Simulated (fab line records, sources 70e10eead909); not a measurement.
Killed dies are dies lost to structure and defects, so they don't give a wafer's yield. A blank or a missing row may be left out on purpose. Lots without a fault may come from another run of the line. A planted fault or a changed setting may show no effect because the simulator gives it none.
Which tool did it? | flow nand_harc | 11 lots, 33 wafers sampled, at 5 steps of a route of 1159

WHAT THE GAUGES READ, wafer by wafer
NHARC_END_SORT_01. Usual: defect_limited_yield 95.2 %, standard deviation 1.6; killed_at_array 29, standard deviation 11; killed_at_other 0.7, standard deviation 1.1; killed_at_periphery 3.1, standard deviation 2; killed_dies 33, standard deviation 11; killed_open 3.5, standard deviation 1.8; killed_short 2.0, standard deviation 1.4; sort_bin_2_pct 1.5 %, standard deviation 0.6; sort_bin_3_pct 0.24 %, standard deviation 0.19; sort_bin_4_pct 3.1 %, standard deviation 1.1; sort_n_pass 644, standard deviation 11; sort_rim_yield_pct 96.5 %, standard deviation 2.3; sort_yield_pct 95.2 %, standard deviation 1.6.
lot  | measured     | on        | defect_limited_yield (%) | killed_at_array | killed_at_other | killed_at_periphery | killed_dies | killed_open | killed_short | sort_bin_2_pct (%) | sort_bin_3_pct (%) | sort_bin_4_pct (%) | sort_n_pass | sort_rim_yield_pct (%) | sort_yield_pct (%) | flag
L459 | day 22 00:25 | prober-01 | 0 0 0                    | 673 672 671     | 0 1 1           | 4 4 5               | 677 677 677 | 2 3 2       | 0 3 2        | 95.9 95.1 96.2     | 0.44 0.15 0.30     | 3.7 4.7 3.5        | 0 0 0       | 0 0 0                  | 0 0 0              | OFF
L461 | day 22 04:19 | prober-02 | 0 0 0                    | 675 673 675     | 0 0 0           | 2 4 2               | 677 677 677 | 3 6 3       | 4 2 2        | 96.6 97.0 96.0     | 0 0.30 0.74        | 3.4 2.7 3.2        | 0 0 0       | 0 0 0                  | 0 0 0              | OFF
L466 | day 23 19:23 | prober-01 | 90.7 90.7 93.2           | 59 57 41        | 0 0 0           | 4 6 5               | 63 63 46    | 2 5 1       | 1 1 2        | 3.1 2.2 1.6        | 0.30 0 0.44        | 5.9 7.1 4.7        | 614 614 631 | 96.2 95.3 93.4         | 90.7 90.7 93.2     |

WHICH TOOL RAN EACH LOT (tool, then ch and the chambers of the sampled wafers, then the start)
lot  | NHARC_A_M1_PVD_21                       | NHARC_A_M1_ANNEAL_31             | NHARC_A_BONDPAD_ETCH_24                       | NHARC_A_BONDPAD_PVD_27
L450 | pvd_sputter-01, day 17 22:47 or earlier | rtp_anneal-02 ch 0, day 17 22:47 | rie_diel-04 ch 0,1,3, day 18 03:08 or earlier | pvd_sputter-01, day 18 03:08
L454 | pvd_sputter-02, day 18 04:20 or earlier | rtp_anneal-02 ch 0, day 18 04:20 | rie_diel-04 ch 0,1,3, day 18 08:35 or earlier | pvd_sputter-03, day 18 08:35
L452 | pvd_sputter-02, day 18 09:32 or earlier | rtp_anneal-01 ch 0, day 18 09:32 | rie_diel-04 ch 1,2, day 18 13:50 or earlier   | pvd_sputter-03, day 18 13:50
L453 | pvd_sputter-01, day 18 14:14 or earlier | rtp_anneal-01 ch 0, day 18 14:14 | rie_diel-04 ch 1,3, day 18 18:46 or earlier   | pvd_sputter-01, day 18 18:46
L459 | pvd_sputter-02, day 20 15:20 or earlier | rtp_anneal-01 ch 0, day 20 15:20 | rie_diel-04 ch 1,2,3, day 20 19:40 or earlier | pvd_sputter-02, day 20 19:40
L461 | pvd_sputter-03, day 20 17:29 or earlier | rtp_anneal-01 ch 0, day 20 17:29 | rie_diel-04 ch 1,2,3, day 20 21:34 or earlier | pvd_sputter-01, day 20 21:34
L466 | pvd_sputter-03, day 22 00:03 or earlier | rtp_anneal-01 ch 0, day 22 00:03 | rie_diel-04 ch 0,2, day 22 04:09 or earlier   | pvd_sputter-03, day 22 04:09
L471 | pvd_sputter-02, day 22 13:54 or earlier | rtp_anneal-02 ch 0, day 22 13:54 | rie_diel-04 ch 0,1, day 22 18:25 or earlier   | pvd_sputter-02, day 22 18:25
L469 | pvd_sputter-01, day 22 21:26 or earlier | rtp_anneal-02 ch 0, day 22 21:26 | rie_diel-07 ch 1,3, day 23 01:29 or earlier   | pvd_sputter-01, day 23 01:29
L472 | pvd_sputter-02, day 23 07:04 or earlier | rtp_anneal-02 ch 0, day 23 07:04 | rie_diel-04 ch 2,3, day 23 11:04 or earlier   | pvd_sputter-01, day 23 11:04
L473 | pvd_sputter-03, day 23 17:10 or earlier | rtp_anneal-01 ch 0, day 23 17:10 | rie_diel-07 ch 2,3, day 23 21:17 or earlier   | pvd_sputter-02, day 23 21:17
- NHARC_A_M1_PVD_21: deposits Cu, target thk 30 nm, time 20.49 s.
- NHARC_A_M1_ANNEAL_31: time 90 s.
- NHARC_A_BONDPAD_ETCH_24: etches the open film in CF4/N2, target depth 30 nm, time 72.99 s.
- NHARC_A_BONDPAD_PVD_27: deposits Cu, target thk 30 nm, time 20.49 s.

WHAT THE TOOLS THEMSELVES READ (means of the sampled wafers that have a number; where no wafer has one, the mark that the record gives instead)
NHARC_A_M1_PVD_21. Usual: cathode_dc_power_W 5000.0 W, standard deviation 0.79; chamber_pressure_pa 5.000 Pa, standard deviation 0.01; throttle_valve_pct 30.6 %, standard deviation 0.88.
lot  | tool           | cathode_dc_power_W (W) | chamber_pressure_pa (Pa) | throttle_valve_pct (%) | flag
L450 | pvd_sputter-01 | 4998.8                 | 4.999                    | 30.0                   |
L454 | pvd_sputter-02 | 4999.9                 | 5.001                    | 30.3                   |
L452 | pvd_sputter-02 | 5000.5                 | 4.999                    | 31.3                   |
L453 | pvd_sputter-01 | 5001.0                 | 4.999                    | 30.2                   |
L459 | pvd_sputter-02 | 5000.6                 | 5.003                    | 30.8                   |
L461 | pvd_sputter-03 | 4999.4                 | 5.004                    | 31.1                   |
L466 | pvd_sputter-03 | 5000.2                 | 4.996                    | 30.5                   |
L471 | pvd_sputter-02 | 5000.0                 | 4.999                    | 30.7                   |
L469 | pvd_sputter-01 | 5000.2                 | 5.003                    | 30.8                   |
L472 | pvd_sputter-02 | 4999.8                 | 5.002                    | 30.5                   |
L473 | pvd_sputter-03 | 5000.1                 | 5.001                    | 30.7                   |

NHARC_A_M1_ANNEAL_31. Usual: wafer_temp_C_max 226.3, standard deviation 0.32.
lot  | tool          | wafer_temp_C_max | flag
L450 | rtp_anneal-02 | 226.2            |
L454 | rtp_anneal-02 | 226.0            |
L452 | rtp_anneal-01 | 225.9            |
L453 | rtp_anneal-01 | 226.1            |
L459 | rtp_anneal-01 | 226.5            |
L461 | rtp_anneal-01 | 226.8            |
L466 | rtp_anneal-01 | 226.8            |
L471 | rtp_anneal-02 | 226.2            |
L469 | rtp_anneal-02 | 226.0            |
L472 | rtp_anneal-02 | 226.3            |
L473 | rtp_anneal-01 | 226.8            |

NHARC_A_BONDPAD_ETCH_24. Usual: drypump_motor_current_A 5.8 A, standard deviation 0.4; oes_product_au 0.993 a.u., standard deviation 0.011; rf_vpp_V 313.9 V, standard deviation 2.3; showerhead_plenum_p_Torr 2.61 Torr, standard deviation 0.13; throttle_valve_pct 19.794 %, standard deviation 0.008.
lot  | tool        | drypump_motor_current_A (A) | oes_product_au (a.u.) | rf_vpp_V (V) | showerhead_plenum_p_Torr (Torr) | throttle_valve_pct (%) | flag
L450 | rie_diel-04 | 5.8                         | 0.995                 | 313.7        | 2.65                            | 19.797                 |
L454 | rie_diel-04 | 5.8                         | 0.992                 | 314.5        | 2.65                            | 19.800                 |
L452 | rie_diel-04 | 5.8                         | 1.004                 | 313.0        | 2.54                            | 19.795                 |
L453 | rie_diel-04 | 5.9                         | 0.985                 | 315.3        | 2.72                            | 19.799                 |
L459 | rie_diel-04 | 6.0                         | 0.978                 | 314.9        | 2.65                            | 19.796                 |
L461 | rie_diel-04 | 6.0                         | 0.991                 | 314.4        | 2.65                            | 19.790                 |
L466 | rie_diel-04 | 5.4                         | 0.993                 | 311.5        | 2.46                            | 19.794                 |
L471 | rie_diel-04 | 5.4                         | 0.987                 | 312.4        | 2.53                            | 19.795                 |
L469 | rie_diel-07 | 5.7                         | 0.998                 | 315.2        | 2.72                            | 19.798                 |
L472 | rie_diel-04 | 6.2                         | 0.977                 | 314.6        | 2.70                            | 19.798                 |
L473 | rie_diel-07 | 6.2                         | 1.007                 | 316.2        | 2.74                            | 19.799                 |

NHARC_A_BONDPAD_PVD_27. Usual: cathode_dc_power_W 5000.1 W, standard deviation 0.91; chamber_pressure_pa 4.998 Pa, standard deviation 0.01; throttle_valve_pct 30.6 %, standard deviation 0.81.
lot  | tool           | cathode_dc_power_W (W) | chamber_pressure_pa (Pa) | throttle_valve_pct (%) | flag
L450 | pvd_sputter-01 | 4999.3                 | 4.994                    | 30.3                   |
L454 | pvd_sputter-03 | 4999.7                 | 4.995                    | 30.1                   |
L452 | pvd_sputter-03 | 5000.6                 | 4.992                    | 29.9                   |
L453 | pvd_sputter-01 | 4999.2                 | 4.986                    | 30.9                   |
L459 | pvd_sputter-02 | -                      | -                        | -                      | OFF
L461 | pvd_sputter-01 | -                      | -                        | -                      | OFF
L466 | pvd_sputter-03 | 5000.1                 | 5.005                    | 30.3                   |
L471 | pvd_sputter-02 | 4999.3                 | 4.987                    | 30.8                   |
L469 | pvd_sputter-01 | 5000.7                 | 5.008                    | 29.9                   |
L472 | pvd_sputter-01 | 5000.4                 | 4.996                    | 31.5                   |
L473 | pvd_sputter-02 | 5000.2                 | 4.997                    | 31.2                   |

THE ANSWER, worked out from the rows above alone
Rule: a lot is off if the mean of its wafers that have a number lies more than 3 standard deviations from the usual mean. A lot without any number at a reading at which 4 lots or more have one is off too. The other lots that the step has rows for count as sound. The gauges are gone through in route order, then the tools' own readings, and for those a lot's mean is taken as printed above. The first step at which some lot is off is used, and at that step the reading that is off furthest; a lot without a number counts as furthest.
Off: L459, L461, at NHARC_END_SORT_01 (sort_bin_2_pct). Neither off nor sound, because the step has no rows for them: L450, L454, L452, L453, L471, L469, L472, L473.
A tool fits if, at a process step before that reading, it ran every lot that is off, and no sound lot after the first of them. The gauges at NHARC_END_SORT_01 aren't tried: what is off there is off at NHARC_A_BONDPAD_PVD_27 too, on other tools, and a gauge's error can't cause that. NHARC_A_M1_PVD_21 gives no start for some lots, so the hours and the order of its lots are those of NHARC_A_M1_ANNEAL_31. NHARC_A_BONDPAD_ETCH_24 gives no start for some lots, so the hours and the order of its lots are those of NHARC_A_BONDPAD_PVD_27. None of those tried fits.

WHAT THE SIMULATOR HAD PUT IN
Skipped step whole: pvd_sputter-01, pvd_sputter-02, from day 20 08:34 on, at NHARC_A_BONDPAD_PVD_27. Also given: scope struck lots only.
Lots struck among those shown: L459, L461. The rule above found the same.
